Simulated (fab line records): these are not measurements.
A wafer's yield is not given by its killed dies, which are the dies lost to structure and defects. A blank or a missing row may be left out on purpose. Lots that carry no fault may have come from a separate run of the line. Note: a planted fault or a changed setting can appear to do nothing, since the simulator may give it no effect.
Chamber matching + flow n5-finfet + 4 sister chambers for N5_SD_EPI_N_ETCH_35 on rie-diel-04
The step etches SOC in N2/H2, overetch 108 nm, time 486 s. 4 wafers are shown with their chamber, then 8 later ones without.

WAFERS PAIRED WITH THEIR CHAMBERS
| wafer  | chamber | showerhead-plenum-p-Torr (Torr) |
|--------|---------|---------------------------------|
| L084.2 | 1       | 2.48                            |
| L084.4 | 0       | 2.72                            |
| L084.5 | 3       | 2.45                            |
| L086.1 | 2       | 2.67                            |

WAFERS WITH NO CHAMBER GIVEN
| wafer  | showerhead-plenum-p-Torr (Torr) |
|--------|---------------------------------|
| L086.4 | 2.48                            |
| L086.5 | 2.72                            |
| L092.2 | 2.66                            |
| L092.4 | 2.48                            |
| L092.5 | 2.71                            |
| L094.2 | 2.71                            |
| L094.4 | 2.47                            |
| L094.6 | 2.71                            |

CHAMBER TAKEN BY EACH
| wafer  | from the rows above     | in truth |
|--------|-------------------------|----------|
| L086.4 | 1                       | 1        |
| L086.5 | 0                       | 0        |
| L092.2 | 2                       | 2        |
| L092.4 | 1                       | 1        |
| L092.5 | 0                       | 0        |
| L094.2 | 0                       | 0        |
| L094.4 | can't be placed: 1 or 3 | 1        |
| L094.6 | 0                       | 0        |
7 of 8 placed correctly. Unplaceable from these rows: 1, with the true chamber sitting among the candidates in 1. Placed wrongly: 0.
How it was worked out, from the rows above alone: a wafer's distance from a chamber is the root of the sum, over the readings, of the square of ((its reading less the chamber's mean) divided by the reading's scatter). The wafer belongs to the nearest chamber; if the next one is less than 2 further off, it can't be placed. For every chamber, the mean is computed from those of its wafers that are shown. The scatter (one wafer shown for each chamber): square how far every hidden wafer sits from the nearest shown wafer, average those squares and take the square root.
